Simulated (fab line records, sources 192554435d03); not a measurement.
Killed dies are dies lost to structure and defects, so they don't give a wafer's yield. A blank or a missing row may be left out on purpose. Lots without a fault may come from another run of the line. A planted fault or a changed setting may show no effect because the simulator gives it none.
fab line records | flow n5_finfet
record lots=21 wafers=63 last_day=17
route steps=1938 shown BEOL_M6@1239 BEOL_M7@1323 BEOL_M8@1368
lots that met no fault: from a run of the same line without faults
start_h: hours from the record's first day to the start of the lot's first wafer shown | wait_h: hours since the lot's step before | " the same as in the row above | L1.1+2: a row that stands for several wafers | - no value, or no start given | * or withheld: withheld | < > ~ a bound
route shown NAME@n: a module of which the file shows steps, and the number in the route of the first | usual: mean/standard deviation of fault-free wafers | same: alike in all rows | chamber/n: place in a boat | sites: the reading at each site | _std_site: their standard deviation | _edge_site: outer sites' mean less inner sites' | radius_mm: how far each site lies from the wafer's centre | mask NAME#n: copy n | behind: the tool/chamber that last shaped the wafer | hold: why the lot was held/for how many hours/how that ended | device: the transistor (n, p or np) that didn't switch | end of line: the same wafers' tests at the end of the route | a step without rows: its recipe alone | killed: dies lost to structure and defects at the first sort, not the wafer's yield | map: a wafer's dies, x killed, . not, _ none there
set.NAME: the setting as run; set.NAME@STEP: as run at that earlier step | model.NAME: the simulator's own value behind a step, which no gauge read
steps of the route over a sample of lots; a table a step, a row a wafer
services: from which hour (start_h, from the record's first day; less than 0 if before it) a tool's chamber was out of use, for how many hours, and why
## steps
# step N5_BEOL_M6_TRENCH_ETCH_37
# recipe chemistry=C4F6/O2 target_depth_a=944.35 target=SiCOH_lowk time_s=31.5 ion_energy_ev=250 pressure_mtorr=30 source_w=345 bias_w=185 Ar_flow_sccm=300 C4F6_flow_sccm=10 O2_flow_sccm=10
# usual drypump_motor_current_A=5.9/0.48 oes_f_703_au=0.78/0.11 oes_o_777_au=0.78/0.1 oes_product_au=0.78/0.11 rf_fwd_power_W=339.6/1.7 rf_vpp_V=659/11 showerhead_plenum_p_Torr=2.85/0.095 throttle_valve_pct=20.83/0.24
# columns lot.wafer tool chamber start_h wait_h drypump_motor_current_A oes_f_703_au oes_o_777_au oes_product_au rf_fwd_power_W rf_hours_counter_h rf_vpp_V showerhead_plenum_p_Torr throttle_valve_pct
L074.1 rie_diel-04 0 - - 6.6 0.69 0.70 0.70 339.2 206 676 2.94 20.67
L074.2 " 3 " " 6.0 0.79 0.77 0.79 337.7 122 683 2.76 20.73
L074.5 " 1 " " 6.1 0.71 0.71 0.69 340.3 - 661 2.91 20.67
L075.1 rie_diel-05 2 - - 5.9 0.71 0.71 0.68 338.5 243 654 2.69 21.01
L075.2 " 0 " " 5.8 0.70 0.70 0.67 342.3 238 644 2.68 20.73
L075.3 " 3 " " 6.1 0.70 0.69 0.70 339.6 229 643 2.92 20.69
L076.1 rie_diel-05 0 - - 5.9 0.70 0.70 0.68 341.7 240 646 2.68 20.72
L076.2 " 1 " " 5.0 0.71 0.72 0.71 340.1 194 646 2.83 20.69
L076.4 " 2 " " 5.9 0.71 0.71 0.68 337.7 244 657 2.68 21.02
L077.2 rie_diel-05 0 - - 5.8 0.70 0.70 0.68 338.7 241 644 2.68 20.73
L077.3 " 3 " " 6.2 0.70 0.69 0.69 338.0 231 643 2.92 20.71
L077.5 " 2 " " 5.9 0.71 0.71 0.68 337.3 - 655 2.68 21.00
L078.2 rie_diel-03 3 - - 5.5 0.85 0.85 0.88 341.5 53 671 2.80 21.04
L078.3 " 2 " " 6.0 0.71 0.72 0.71 340.2 235 668 2.93 21.48
L078.6 " 1 " " 6.5 0.86 0.85 0.85 340.8 - 656 2.78 20.64
L080.4 rie_diel-03 1 - - 6.6 0.86 0.86 0.83 336.5 73 657 2.78 20.65
L080.5 " 0 " " 5.3 0.71 0.71 0.70 341.0 - 662 2.83 21.02
L080.6 " 1 " " 6.6 0.86 0.85 0.85 336.1 - 656 2.78 20.64
L081.3 rie_diel-03 1 - - 6.6 0.86 0.85 0.84 337.3 77 657 2.78 20.63
L081.4 " 2 " " 6.0 0.70 0.72 0.70 339.1 240 668 2.92 21.50
L081.5 " 3 " " 5.5 0.84 0.84 0.87 339.6 - 671 2.80 21.02
L082.1 rie_diel-04 0 - - 6.6 0.68 0.70 0.68 339.6 221 674 2.93 20.69
L082.2 " 2 " " 6.4 0.70 0.69 0.69 340.3 233 652 2.79 21.16
L082.6 " 2 " " 6.4 0.70 0.69 0.69 341.9 - 653 2.79 21.16
L083.2 rie_diel-05 3 - - 6.2 0.69 0.68 0.69 339.2 248 642 2.92 20.72
L083.4 " 3 " " 6.1 0.69 0.68 0.69 341.1 - 643 2.91 20.73
L083.6 " 1 " " 5.0 0.71 0.70 0.71 341.1 - 647 2.82 20.72
L085.1 rie_diel-05 2 - - 6.0 0.97 0.97 0.97 338.5 12 667 3.01 20.71
L085.5 " 3 " " 6.1 0.68 0.67 0.67 340.9 - 643 2.91 20.74
L085.6 " 1 " " 5.0 0.70 0.70 0.69 338.3 - 645 2.81 20.73
L087.1 rie_diel-05 1 - - 5.0 0.70 0.69 0.69 339.9 226 646 2.81 20.74
L087.5 " 2 " " 6.0 0.96 0.96 0.96 335.3 - 667 3.01 20.71
L087.6 " 3 " " 6.2 0.68 0.68 0.67 340.7 - 642 2.91 20.74
L086.1 rie_diel-03 3 - - 5.5 0.82 0.83 0.84 340.5 73 671 2.79 21.04
L086.2 " 0 " " 5.4 0.70 0.70 0.68 339.5 221 661 2.82 21.05
L086.4 " 3 " " 5.5 0.82 0.82 0.84 341.2 - 670 2.79 21.03
L088.1 rie_diel-05 0 - - 5.8 0.94 0.95 0.95 341.2 11 657 3.01 20.36
L088.4 " 2 " " 6.0 0.94 0.93 0.93 338.3 - 666 3.01 20.74
L088.5 " 0 " " 5.9 0.95 0.95 0.95 341.4 - 655 3.01 20.38
L090.3 rie_diel-04 1 - - 6.1 0.95 0.95 0.92 339.1 12 662 2.90 20.38
L090.5 " 3 " " 6.1 0.74 0.74 0.74 337.7 - 682 2.74 20.77
L090.6 " 2 " " 6.4 0.98 0.96 0.97 340.2 - 651 2.78 20.78
L092.2 rie_diel-05 0 - - 5.8 0.94 0.94 0.94 342.1 13 656 3.01 20.36
L092.4 " 0 " " 5.8 0.94 0.93 0.94 341.6 - 655 3.01 20.37
L092.6 " 1 " " 5.0 0.69 0.69 0.67 338.7 - 646 2.81 20.76
L091.1 rie_diel-03 0 - - 5.4 0.69 0.69 0.68 341.8 232 660 2.82 21.08
L091.4 " 2 " " 6.0 0.94 0.96 0.94 339.9 10 668 2.91 21.20
L091.5 " 0 " " 5.3 0.69 0.69 0.69 340.0 - 661 2.82 21.06
L093.1 rie_diel-03 3 - - 5.6 0.80 0.81 0.83 340.3 91 670 2.78 21.06
L093.4 " 2 " " 6.0 0.92 0.93 0.93 341.2 19 666 2.91 21.21
L093.6 " 3 " " 5.6 0.81 0.81 0.83 340.9 - 670 2.78 21.07
L094.1 rie_diel-03 3 - - 5.5 0.80 0.81 0.84 341.1 91 671 2.78 21.06
L094.2 " 0 " " 5.4 0.68 0.68 0.68 339.1 240 659 2.82 21.07
L094.6 " 0 " " 5.3 0.68 0.69 0.68 338.3 - 660 2.82 21.06
L097.1 rie_diel-03 1 - - 6.6 0.82 0.81 0.80 337.3 110 655 2.76 20.70
L097.2 " 2 " " 6.0 0.91 0.92 0.92 341.5 21 665 2.91 21.20
L097.3 " 3 " " 5.5 0.80 0.81 0.82 341.5 93 669 2.78 21.08
L095.3 rie_diel-03 3 - - 5.5 0.81 0.80 0.82 340.8 93 670 2.78 21.07
L095.5 " 3 " " 5.5 0.80 0.80 0.82 341.5 - 670 2.78 21.08
L095.6 " 0 " " 5.4 0.68 0.69 0.68 339.2 - 660 2.82 21.09
L096.1 rie_diel-05 2 - - 6.0 0.90 0.91 0.90 338.9 44 665 3.00 20.75
L096.4 " 0 " " 5.9 0.91 0.91 0.91 341.4 - 654 3.00 20.42
L096.6 " 2 " " 6.0 0.91 0.91 0.90 338.4 - 666 3.00 20.76
# step N5_BEOL_M6_SURFACE_TREAT_79
# recipe gas=Ar time_s=* ion_energy_ev=* ion_current_ma_cm2=0.5 pressure_mtorr=* ar_flow_sccm=30
# usual ar_flow_sccm=30.00/0.082 throttle_valve_pct=*
# columns lot.wafer tool chamber start_h wait_h ar_flow_sccm throttle_valve_pct
L074.1 pvd_sputter-03 - 185.83 0.2 29.95 *
L074.2 " - " " 29.86 *
L074.5 " - " " 30.05 *
L075.1 pvd_sputter-03 - 191.33 0.2 30.04 *
L075.2 " - " " 30.00 *
L075.3 " - " " 29.98 *
L076.1 pvd_sputter-03 - 192.32 0.2 29.93 *
L076.2 " - " " 29.92 *
L076.4 " - " " 30.00 *
L077.2 pvd_sputter-02 - 195.73 0.3 30.08 *
L077.3 " - " " 30.02 *
L077.5 " - " " 30.09 *
L078.2 pvd_sputter-02 - 208.60 0.2 30.04 *
L078.3 " - " " 30.05 *
L078.6 " - " " 30.14 *
L080.4 pvd_sputter-03 - 213.36 0.2 30.02 *
L080.5 " - " " 29.86 *
L080.6 " - " " 29.97 *
L081.3 pvd_sputter-01 - 223.99 0.2 29.86 *
L081.4 " - " " 30.08 *
L081.5 " - " " 29.94 *
L082.1 pvd_sputter-03 - 232.37 0.2 30.03 *
L082.2 " - " " 30.07 *
L082.6 " - " " 30.00 *
L083.2 pvd_sputter-02 - 235.35 0.2 30.12 *
L083.4 " - " " 29.99 *
L083.6 " - " " 29.96 *
L085.1 pvd_sputter-01 - 255.11 0.2 29.92 *
L085.5 " - " " 29.85 *
L085.6 " - " " 30.11 *
L087.1 pvd_sputter-01 - 266.63 0.2 29.98 *
L087.5 " - " " 30.01 *
L087.6 " - " " 30.01 *
L086.1 pvd_sputter-01 - 266.75 0.2 29.90 *
L086.2 " - " " 29.95 *
L086.4 " - " " 29.95 *
L088.1 pvd_sputter-01 - 293.08 0.2 29.99 *
L088.4 " - " " 29.92 *
L088.5 " - " " 30.12 *
L090.3 pvd_sputter-01 - 296.62 0.2 29.95 *
L090.5 " - " " 30.05 *
L090.6 " - " " 29.92 *
L092.2 pvd_sputter-02 - 299.49 0.2 30.07 *
L092.4 " - " " 30.08 *
L092.6 " - " " 30.00 *
L091.1 pvd_sputter-03 - 300.13 0.4 30.06 *
L091.4 " - " " 30.07 *
L091.5 " - " " 30.13 *
L093.1 pvd_sputter-03 - 323.73 0.3 29.98 *
L093.4 " - " " 30.00 *
L093.6 " - " " 29.93 *
L094.1 pvd_sputter-02 - 326.24 0.3 29.94 *
L094.2 " - " " 29.93 *
L094.6 " - " " 30.03 *
L097.1 pvd_sputter-02 - 330.20 0.2 29.90 *
L097.2 " - " " 29.98 *
L097.3 " - " " 30.06 *
L095.3 pvd_sputter-02 - 330.59 0.2 29.97 *
L095.5 " - " " 30.02 *
L095.6 " - " " 29.96 *
L096.1 pvd_sputter-01 - 334.80 0.2 30.06 *
L096.4 " - " " 29.99 *
L096.6 " - " " 29.92 *
# step N5_BEOL_M7_SPUTTER_48
# recipe material=Cu target_thk_a=100 temp_c=-20 bias_v=60 power_w=26000 chamber_pressure_pa=0.13 time_s=1.667
# usual throttle_valve_pct=29.9/0.98
# columns lot.wafer tool chamber start_h wait_h throttle_valve_pct
L074.1 pvd_sputter-03 - 192.40 0.1 30.1
L074.2 " - " " 31.8
L074.5 " - " " 29.9
L075.1 pvd_sputter-02 - 198.49 0.1 27.9
L075.2 " - " " 29.0
L075.3 " - " " 30.3
L076.1 pvd_sputter-02 - 198.77 0.2 28.8
L076.2 " - " " 27.9
L076.4 " - " " 30.5
L077.2 pvd_sputter-03 - 206.58 0.3 30.7
L077.3 " - " " 30.0
L077.5 " - " " 30.0
L078.2 pvd_sputter-01 - 216.02 0.1 29.5
L078.3 " - " " 30.1
L078.6 " - " " 29.4
L080.4 pvd_sputter-01 - 222.99 0.1 29.4
L080.5 " - " " 30.2
L080.6 " - " " 30.5
L081.3 pvd_sputter-02 - 234.45 1.4 30.4
L081.4 " - " " 29.0
L081.5 " - " " 27.9
L082.1 pvd_sputter-01 - 241.33 0.2 30.8
L082.2 " - " " 30.3
L082.6 " - " " 29.4
L083.2 pvd_sputter-01 - 246.46 0.2 30.4
L083.4 " - " " 30.3
L083.6 " - " " 30.2
L085.1 pvd_sputter-02 - 267.11 0.2 29.1
L085.5 " - " " 30.2
L085.6 " - " " 28.9
L087.1 pvd_sputter-02 - 276.25 0.1 30.5
L087.5 " - " " 30.4
L087.6 " - " " 28.8
L086.1 pvd_sputter-01 - 278.39 0.1 30.3
L086.2 " - " " 30.8
L086.4 " - " " 30.1
L088.1 pvd_sputter-01 - 300.50 0.1 30.1
L088.4 " - " " 30.2
L088.5 " - " " 29.5
L090.3 pvd_sputter-02 - 304.15 0.1 30.4
L090.5 " - " " 30.3
L090.6 " - " " 28.9
L092.2 pvd_sputter-03 - 308.39 0.1 30.0
L092.4 " - " " 30.6
L092.6 " - " " 32.1
L091.1 pvd_sputter-03 - 308.59 0.1 31.6
L091.4 " - " " 30.0
L091.5 " - " " 30.0
L093.1 pvd_sputter-02 - 330.51 0.1 28.7
L093.4 " - " " 27.8
L093.6 " - " " 30.6
L094.1 pvd_sputter-01 - 335.44 0.4 30.1
L094.2 " - " " 30.2
L094.6 " - " " 30.4
L097.1 pvd_sputter-03 - 337.11 0.1 30.6
L097.2 " - " " 31.9
L097.3 " - " " 29.9
L095.3 pvd_sputter-03 - 338.37 0.3 32.0
L095.5 " - " " 30.1
L095.6 " - " " 30.7
L096.1 pvd_sputter-02 - 341.81 0.3 30.4
L096.4 " - " " 29.0
L096.6 " - " " 28.8
# step N5_BEOL_M7_RS_MEAS_57
# recipe thk_meas_gauge=four-point-probe reads=Cu_of_BEOL_M7_ECD_50+Co_of_BEOL_M7_CVD_78+TaN_of_BEOL_M7_ALD_77
# usual M7_RS=0.286/0.0074
# columns lot.wafer tool chamber start_h wait_h M7_RS[ohm/sq]
L074.1 film_metro-02 - 193.53 0.1 0.298
L074.2 " - " " 0.295
L074.5 " - " " 0.289
L075.1 film_metro-02 - 199.42 0.1 0.278
L075.2 " - " " 0.293
L075.3 " - " " 0.291
L076.1 film_metro-01 - 199.70 0.1 0.289
L076.2 " - " " 0.283
L076.4 " - " " 0.284
L077.2 film_metro-02 - 207.53 0.1 0.292
L077.3 " - " " 0.286
L077.5 " - " " 0.288
L078.2 film_metro-02 - 216.95 0.1 0.286
L078.3 " - " " 0.296
L078.6 " - " " 0.295
L080.4 film_metro-02 - 223.92 0.0 0.278
L080.5 " - " " 0.274
L080.6 " - " " 0.290
L081.3 film_metro-01 - 235.52 0.1 0.288
L081.4 " - " " 0.298
L081.5 " - " " 0.299
L082.1 film_metro-01 - 242.70 0.1 0.286
L082.2 " - " " 0.279
L082.6 " - " " 0.283
L083.2 film_metro-02 - 247.66 0.1 0.292
L083.4 " - " " 0.283
L083.6 " - " " 0.281
L085.1 film_metro-02 - 269.10 0.3 0.294
L085.5 " - " " 0.281
L085.6 " - " " 0.276
L087.1 film_metro-02 - 277.25 0.1 0.287
L087.5 " - " " 0.283
L087.6 " - " " 0.285
L086.1 film_metro-02 - 279.36 0.1 0.279
L086.2 " - " " 0.276
L086.4 " - " " 0.286
L088.1 film_metro-02 - 301.90 0.1 0.281
L088.4 " - " " 0.293
L088.5 " - " " 0.285
L090.3 film_metro-02 - 305.16 0.1 0.285
L090.5 " - " " 0.284
L090.6 " - " " 0.285
L092.2 film_metro-02 - 309.32 0.1 0.293
L092.4 " - " " 0.278
L092.6 " - " " 0.289
L091.1 film_metro-02 - 309.60 0.1 0.295
L091.4 " - " " 0.282
L091.5 " - " " 0.272
L093.1 film_metro-02 - 331.66 0.1 0.303
L093.4 " - " " 0.288
L093.6 " - " " 0.291
L094.1 film_metro-02 - 336.65 0.1 0.295
L094.2 " - " " 0.282
L094.6 " - " " 0.274
L097.1 film_metro-02 - 338.05 0.1 0.280
L097.2 " - " " 0.286
L097.3 " - " " 0.296
L095.3 film_metro-02 - 339.54 0.1 0.269
L095.5 " - " " 0.279
L095.6 " - " " 0.283
L096.1 film_metro-02 - 342.80 0.1 0.275
L096.4 " - " " 0.275
L096.6 " - " " 0.287
# step N5_BEOL_M8_DESCUM_33
# recipe chemistry=O2 time_s=7 source_power_w=50 bias_power_w=20 pressure_mtorr=20 rf_frequency_hz=2.712e+07 temp_c=40 resist=CAR-EUV o2_flow_sccm=225
# usual drypump_motor_current_A=6.0/0.44 oes_product_au=0.80/0.1 rf_fwd_power_W=49.29/0.21 rf_vpp_V=243.1/1.4 showerhead_plenum_p_Torr=2.09/0.075 throttle_valve_pct=20.31/0.28
# columns lot.wafer tool chamber start_h wait_h drypump_motor_current_A oes_product_au rf_fwd_power_W rf_hours_counter_h rf_vpp_V showerhead_plenum_p_Torr throttle_valve_pct
L074.1 rie_diel-04 3 196.59 0.0 6.1 0.79 49.11 127 242.3 2.01 20.17
L074.2 " 2 " " 6.3 0.70 49.44 223 244.3 2.04 20.58
L074.5 " 2 " " 6.4 0.69 49.19 - 242.8 2.04 20.58
L076.1 rie_diel-05 2 205.05 0.0 5.9 0.67 49.10 249 240.7 1.98 20.59
L076.2 " 3 " " 6.2 0.70 49.25 235 244.2 2.13 20.10
L076.4 " 0 " " 5.9 0.66 49.66 244 240.4 1.98 20.37
L075.1 rie_diel-04 2 205.25 0.1 6.4 0.70 49.15 226 242.6 2.04 20.58
L075.2 " 0 " " 6.6 0.70 49.09 212 243.0 2.17 20.29
L075.3 " 1 " " 6.1 0.68 49.58 242 243.9 2.16 20.29
L077.2 rie_diel-04 2 210.51 0.2 6.3 0.69 49.27 228 243.7 2.04 20.59
L077.3 " 1 " " 6.1 0.68 49.49 245 244.4 2.16 20.30
L077.5 " 3 " " 6.1 0.78 49.02 - 240.7 2.01 20.18
L078.2 rie_diel-05 0 219.91 0.0 5.8 0.67 49.67 251 241.0 1.98 20.38
L078.3 " 3 " " 6.1 0.70 49.24 241 244.3 2.13 20.09
L078.6 " 1 " " 5.0 0.71 49.34 - 242.1 2.07 20.17
L080.4 rie_diel-03 2 231.46 0.3 6.0 0.69 49.41 243 243.0 2.15 20.96
L080.5 " 3 " " 5.5 0.86 49.53 - 240.5 2.04 20.41
L080.6 " 2 " " 6.0 0.70 49.53 - 242.8 2.15 20.98
L081.3 rie_diel-03 1 241.40 0.0 6.6 0.83 48.86 82 242.6 2.03 20.06
L081.4 " 0 " " 5.3 0.69 49.29 213 242.3 2.08 20.53
L081.5 " 1 " " 6.6 0.82 48.99 - 242.3 2.02 20.07
L082.1 rie_diel-03 1 252.01 0.0 6.6 0.83 49.41 82 242.2 2.03 20.05
L082.2 " 2 " " 5.9 0.70 49.50 250 244.9 2.14 20.98
L082.6 " 1 " " 6.6 0.83 49.33 - 241.0 2.03 20.07
L083.2 rie_diel-04 0 252.28 0.0 6.6 0.68 49.29 231 242.4 2.17 20.31
L083.4 " 2 " " 6.4 0.69 49.10 - 242.0 2.03 20.61
L083.6 " 0 " " 6.6 0.68 49.40 - 244.4 2.17 20.33
L085.1 rie_diel-03 0 274.96 0.3 5.4 0.69 49.47 225 243.1 2.08 20.58
L085.5 " 1 " " 6.6 0.81 49.05 - 241.8 2.02 20.07
L085.6 " 2 " " 6.0 0.99 49.46 - 242.8 2.14 20.65
L087.1 rie_diel-03 3 281.26 0.0 5.5 0.84 49.38 78 241.9 2.03 20.42
L087.5 " 2 " " 6.0 0.98 49.45 - 244.8 2.14 20.66
L087.6 " 3 " " 5.5 0.84 49.40 - 242.3 2.03 20.41
L086.1 rie_diel-03 0 285.87 0.4 5.3 0.69 49.01 228 243.6 2.08 20.56
L086.2 " 1 " " 6.6 0.82 49.19 95 241.8 2.02 20.10
L086.4 " 2 " " 6.0 0.98 49.30 5 243.3 2.14 20.65
L088.1 rie_diel-05 2 306.12 0.0 5.9 0.92 49.09 34 246.5 2.23 20.34
L088.4 " 3 " " 6.2 0.96 49.30 1 244.7 2.12 19.64
L088.5 " 2 " " 5.9 0.92 48.93 - 245.6 2.23 20.33
L090.3 rie_diel-03 1 311.75 0.0 6.6 0.81 49.10 104 241.7 2.02 20.11
L090.5 " 1 " " 6.6 0.81 49.24 - 242.7 2.02 20.09
L090.6 " 2 " " 5.9 0.95 49.42 - 243.3 2.14 20.69
L091.1 rie_diel-04 1 315.61 0.0 6.1 0.91 49.26 17 243.5 2.15 20.03
L091.4 " 2 " " 6.4 0.95 49.31 - 243.3 2.03 20.23
L091.5 " 1 " " 6.1 0.92 49.35 - 243.9 2.15 20.04
L092.2 rie_diel-03 2 315.78 0.0 6.0 0.94 49.22 16 242.9 2.14 20.68
L092.4 " 1 " " 6.6 0.82 49.14 105 242.0 2.02 20.11
L092.6 " 0 " " 5.4 0.68 49.36 - 242.0 2.07 20.57
L093.1 rie_diel-03 2 335.06 0.0 5.9 0.92 49.62 23 244.9 2.13 20.68
L093.4 " 3 " " 5.5 0.82 49.34 - 243.6 2.02 20.45
L093.6 " 1 " " 6.6 0.79 48.95 - 240.9 2.02 20.10
L094.1 rie_diel-05 2 339.22 0.1 6.0 0.90 48.96 47 244.8 2.22 20.35
L094.2 " 0 " " 5.9 0.90 49.75 29 246.6 2.23 20.02
L094.6 " 3 " " 6.2 0.91 49.33 - 244.8 2.11 19.68
L097.1 rie_diel-04 0 343.93 0.0 6.6 0.96 49.20 5 244.4 2.16 20.04
L097.2 " 2 " " 6.4 0.92 49.12 24 243.2 2.02 20.24
L097.3 " 3 " " 6.1 0.74 49.17 180 242.4 1.99 20.24
L095.3 rie_diel-05 0 344.28 0.2 5.9 0.89 49.35 31 246.1 2.23 20.02
L095.5 " 0 " " 5.9 0.88 49.53 - 245.9 2.23 20.01
L095.6 " 3 " " 6.2 0.91 49.34 - 244.0 2.11 19.67
L096.1 rie_diel-05 3 346.68 0.1 6.1 0.90 49.29 18 243.5 2.11 19.66
L096.4 " 2 " " 6.0 0.89 48.93 51 246.0 2.22 20.35
L096.6 " 2 " " 5.9 0.88 49.12 - 244.0 2.22 20.36
# step N5_BEOL_M8_ETCH_72
# recipe chemistry=N2/H2 target=underlayer target_depth_a=65 mask_material=CAR-EUV time_s=5.2 ion_energy_ev=200 pressure_mtorr=30 source_w=840 bias_w=150 n2_flow_sccm=200 h2_flow_sccm=200 ends=cleared
# usual drypump_motor_current_A=6.0/0.44 etch_rf_on_time_s=5.19/0.13 n2_flow_sccm=200.0/0.62 oes_product_au=0.68/0.088 rf_fwd_power_W=819.6/2.6 rf_vpp_V=523.8/2.7 showerhead_plenum_p_Torr=2.55/0.087 throttle_valve_pct=17.79/0.28
# columns lot.wafer tool chamber start_h wait_h drypump_motor_current_A etch_rf_on_time_s n2_flow_sccm oes_product_au rf_fwd_power_W rf_hours_counter_h rf_vpp_V showerhead_plenum_p_Torr throttle_valve_pct
L074.1 rie_diel-04 3 196.63 0.0 6.1 5.13 199.5 0.67 817.9 127 523.4 2.45 17.66
L074.2 " 2 " " 6.4 5.16 200.6 0.59 822.6 223 522.6 2.52 18.20
L074.5 " 2 " " 6.4 5.21 200.4 0.60 821.4 - 520.9 2.52 18.20
L076.1 rie_diel-05 2 205.09 0.0 6.0 5.33 199.6 0.57 816.7 249 520.2 2.40 18.15
L076.2 " 3 " " 6.2 5.42 199.4 0.58 821.9 235 523.5 2.60 17.61
L076.4 " 0 " " 5.9 5.32 199.9 0.57 815.8 244 520.3 2.41 17.88
L075.1 rie_diel-04 2 205.28 0.0 6.4 5.21 200.0 0.59 821.2 226 523.6 2.52 18.21
L075.2 " 0 " " 6.6 5.38 200.0 0.58 817.5 212 526.3 2.62 17.62
L075.3 " 1 " " 6.1 5.12 200.5 0.58 818.8 242 524.5 2.61 17.69
L077.2 rie_diel-04 2 210.55 0.0 6.4 5.19 201.0 0.59 818.3 228 522.4 2.52 18.19
L077.3 " 1 " " 6.1 5.12 200.1 0.58 818.6 245 523.1 2.61 17.70
L077.5 " 3 " " 6.1 5.21 199.7 0.67 816.7 - 518.4 2.45 17.67
L078.2 rie_diel-05 0 219.94 0.0 5.9 5.29 200.6 0.57 822.3 251 522.5 2.41 17.87
L078.3 " 3 " " 6.1 5.32 199.5 0.57 818.2 241 525.0 2.60 17.63
L078.6 " 1 " " 5.0 5.30 199.4 0.59 817.7 - 524.5 2.52 17.74
L080.4 rie_diel-03 2 231.50 0.0 6.0 5.29 199.5 0.59 819.2 243 525.9 2.61 18.48
L080.5 " 3 " " 5.5 5.08 199.7 0.73 817.5 - 521.0 2.49 17.84
L080.6 " 2 " " 6.0 5.29 200.3 0.59 818.4 - 525.9 2.61 18.48
L081.3 rie_diel-03 1 241.43 0.0 6.6 5.00 200.6 0.72 819.6 82 521.8 2.47 17.59
L081.4 " 0 " " 5.3 5.31 200.1 0.59 826.2 213 522.5 2.50 17.89
L081.5 " 1 " " 6.5 5.03 200.7 0.72 818.6 - 523.1 2.48 17.58
L082.1 rie_diel-03 1 252.04 0.0 6.6 4.98 200.1 0.72 822.0 82 520.2 2.47 17.59
L082.2 " 2 " " 6.0 5.24 200.3 0.59 820.1 250 524.1 2.60 18.51
L082.6 " 1 " " 6.6 4.96 199.9 0.72 820.2 - 522.7 2.48 17.59
L083.2 rie_diel-04 0 252.31 0.0 6.6 5.42 200.4 0.58 822.9 231 524.2 2.61 17.68
L083.4 " 2 " " 6.4 5.20 200.3 0.59 820.4 - 521.6 2.51 18.24
L083.6 " 0 " " 6.6 5.44 200.5 0.58 819.4 - 524.9 2.61 17.68
L085.1 rie_diel-03 0 274.99 0.0 5.3 5.30 200.1 0.58 821.2 225 522.2 2.50 17.91
L085.5 " 1 " " 6.6 5.01 198.2 0.71 822.0 - 522.4 2.47 17.64
L085.6 " 2 " " 5.9 5.07 201.0 0.86 818.3 - 526.5 2.60 18.09
L087.1 rie_diel-03 3 281.30 0.0 5.5 5.16 198.9 0.71 820.2 78 520.6 2.48 17.88
L087.5 " 2 " " 6.0 5.07 199.5 0.84 817.2 - 527.7 2.60 18.11
L087.6 " 3 " " 5.5 5.11 200.4 0.72 821.3 - 521.9 2.48 17.85
L086.1 rie_diel-03 0 285.90 0.0 5.4 5.27 200.4 0.59 822.2 228 521.8 2.49 17.91
L086.2 " 1 " " 6.6 4.95 200.6 0.70 824.8 95 520.3 2.47 17.64
L086.4 " 2 " " 6.0 5.12 200.3 0.82 819.3 5 524.9 2.60 18.12
L088.1 rie_diel-05 2 306.16 0.0 6.0 5.00 200.5 0.78 822.7 34 530.1 2.71 17.83
L088.4 " 3 " " 6.2 5.35 200.5 0.80 817.5 1 524.4 2.59 17.16
L088.5 " 2 " " 6.0 5.01 199.6 0.78 818.7 - 528.4 2.71 17.84
L090.3 rie_diel-03 1 311.78 0.0 6.6 5.00 200.3 0.70 822.7 104 522.3 2.47 17.65
L090.5 " 1 " " 6.6 5.02 200.3 0.70 824.1 - 521.5 2.47 17.61
L090.6 " 2 " " 5.9 5.10 200.3 0.81 820.8 - 525.1 2.60 18.12
L091.1 rie_diel-04 1 315.64 0.0 6.1 5.18 200.3 0.77 820.3 17 526.9 2.60 17.32
L091.4 " 2 " " 6.3 5.10 199.3 0.81 821.0 - 522.9 2.50 17.81
L091.5 " 1 " " 6.1 5.21 200.5 0.77 816.8 - 526.6 2.60 17.35
L092.2 rie_diel-03 2 315.81 0.0 6.0 5.13 200.6 0.80 819.6 16 524.2 2.60 18.14
L092.4 " 1 " " 6.6 4.98 200.8 0.70 819.8 105 522.1 2.47 17.62
L092.6 " 0 " " 5.3 5.27 199.8 0.58 822.3 - 522.7 2.49 17.92
L093.1 rie_diel-03 2 335.10 0.0 6.0 5.11 200.6 0.79 819.3 23 526.4 2.59 18.14
L093.4 " 3 " " 5.5 5.13 200.4 0.70 821.2 - 523.3 2.47 17.91
L093.6 " 1 " " 6.6 5.05 200.8 0.68 821.6 - 522.4 2.46 17.65
L094.1 rie_diel-05 2 339.25 0.0 6.0 5.09 200.6 0.77 823.7 47 527.7 2.70 17.82
L094.2 " 0 " " 5.9 5.16 199.5 0.76 824.7 29 525.0 2.72 17.47
L094.6 " 3 " " 6.2 5.28 200.8 0.76 817.1 - 523.7 2.58 17.18
L097.1 rie_diel-04 0 343.96 0.0 6.6 5.09 200.4 0.81 823.7 5 525.9 2.60 17.35
L097.2 " 2 " " 6.3 5.09 200.3 0.79 821.0 24 523.2 2.50 17.83
L097.3 " 3 " " 6.1 5.17 199.8 0.64 819.2 180 520.3 2.43 17.79
L095.3 rie_diel-05 0 344.32 0.0 5.9 5.08 200.0 0.77 818.3 31 528.1 2.72 17.48
L095.5 " 0 " " 5.8 5.07 200.4 0.76 819.3 - 529.3 2.72 17.50
L095.6 " 3 " " 6.2 5.27 200.2 0.76 817.5 - 525.0 2.58 17.16
L096.1 rie_diel-05 3 346.71 0.0 6.1 5.42 200.0 0.77 819.3 18 525.9 2.58 17.19
L096.4 " 2 " " 5.9 5.12 199.4 0.75 823.3 51 529.2 2.70 17.85
L096.6 " 2 " " 6.0 5.19 199.4 0.74 822.5 - 527.4 2.70 17.85
## services
# columns tool chamber start_h hours kind
rie_diel-05 - 172.74 15.6 pm
rie_diel-05 2 209.68 - clean
rie_diel-05 2 209.68 - consumable_replace:focus_ring
rie_diel-05 2 209.68 - consumable_replace:showerhead
rie_diel-05 2 209.68 16.3 scheduled_down
rie_diel-05 2 209.68 16.3 vent_cycle
rie_diel-04 - 223.43 2.3 repair
rie_diel-05 0 226.02 - clean
rie_diel-05 0 226.02 - consumable_replace:focus_ring
rie_diel-05 0 226.02 - consumable_replace:showerhead
rie_diel-05 0 226.02 38.8 scheduled_down
rie_diel-05 0 226.02 38.8 vent_cycle
pvd_sputter-03 - 235.09 39.9 repair
rie_diel-03 1 242.80 8.4 repair
rie_diel-03 2 252.65 - clean
rie_diel-03 2 252.65 - consumable_replace:focus_ring
rie_diel-03 2 252.65 16.5 scheduled_down
rie_diel-03 2 252.65 16.5 vent_cycle
rie_diel-04 3 254.77 12.9 repair
rie_diel-05 3 274.99 - clean
rie_diel-03 3 308.90 6.4 repair
rie_diel-04 3 323.50 7.8 repair
rie_diel-04 0 329.44 10.8 repair
rie_diel-03 0 331.16 12.6 repair
## key
fault none
